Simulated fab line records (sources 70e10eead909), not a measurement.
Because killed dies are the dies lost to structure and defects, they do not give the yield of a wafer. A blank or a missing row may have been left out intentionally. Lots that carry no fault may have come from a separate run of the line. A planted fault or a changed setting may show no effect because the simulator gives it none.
Comparing a struck lot with a sound one + flow nand_harc + 14 steps out of a route of 1302
Sound: wafers L305.1, L305.3, L305.4. Wafers struck: L307.1, L307.2, L307.5. The cause is named last.
At each step with rows: each side's tool, then ch and its chambers, then its first start. Under that, the readings that differ: sound wafers + struck wafers + difference of the means + sigmas: that difference in standard deviations of wafers without a fault.
alike: readings with means less than 2 such deviations apart, plus words and numbers identical on both sides. not compared: withheld readings, readings lacking a value on some wafer, bounds such as >300 that could conceal the same value, and numbers that have no deviation in the record and whose values overlap.
The two part at a step that has a row with sigmas, a row that says differs or no value, or rows on one side only. Non-overlapping numbers with no deviation appear without sigmas and do not part them. Lack of a reading on every wafer of one side parts them only where that side has two or more wafers.

NHARC_A_M0_INSPECT_27:
  struck on defect_inspect-01, day 28 00:20; sound on defect_inspect-02, day 27 03:28
  alike: raw_defect_count
NHARC_A_M0_PRE_CLEAN_31: time 12 s.
  sound on pecvd-04 ch 0,1, day 27 03:34; struck on pecvd-03 ch 0,1, day 28 00:24
  alike: heater_power_w, susceptor_temp_C
NHARC_A_M0_DEP_32: deposits SiCN, target thk 30 nm.
  sound on pecvd-04 ch 0,1, day 27 03:40; struck on pecvd-03 ch 0,1, day 28 00:29
  alike: heater_power_w, susceptor_temp_C
then, 9 steps without rows for these wafers: NHARC_A_M1_DEP_00 (deposits SiOC, target thk 182.5 nm); NHARC_A_M1_DEHYDRATE_01 (time 120 s); NHARC_A_M1_HMDS_02 (time 30 s); NHARC_A_M1_COAT_34 (time 65 s); NHARC_A_M1_COAT_03 (resist thk 90 nm); NHARC_A_M1_SOFTBAKE_04 (time 55 s); NHARC_A_M1_EBR_05; NHARC_A_M1_EXPOSE_06 (exposes mask A M1, target cd 120 nm); NHARC_A_M1_PEB_07 (peb time 65 s).
NHARC_A_M1_DEVELOP_08: develop time 35 s.
  struck on litho_track-06, day 28 01:00; sound on litho_track-01 ch 0, day 27 04:00
  no value came back on the struck wafers for chill_plate_temp_C (C), develop_time_s (s), resist_line_temp_C (C); on the sound wafers chill_plate_temp_C (C) reads 23.00 22.93 23.16
NHARC_A_M1_CD_MEAS_09: the cd target is 120 nm.
  sound on cd_sem-03 ch 0, day 27 04:44; struck on cd_sem-02 ch 0, day 28 01:43
| reading    | sound             | struck | difference                    | sigmas |
|------------|-------------------|--------|-------------------------------|--------|
| cd_nm (nm) | 119.8 120.0 120.1 | - - -  | no value on the struck wafers |        |

== WHERE THEY PART ==
Earliest at NHARC_A_M1_DEVELOP_08; latest, in this record, at NHARC_A_M1_CD_MEAS_09.

WHY: what had been put in by the simulator
Entire step skipped (litho_track-06, NHARC_A_M1_DEVELOP_08), from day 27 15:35 onward. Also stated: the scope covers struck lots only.
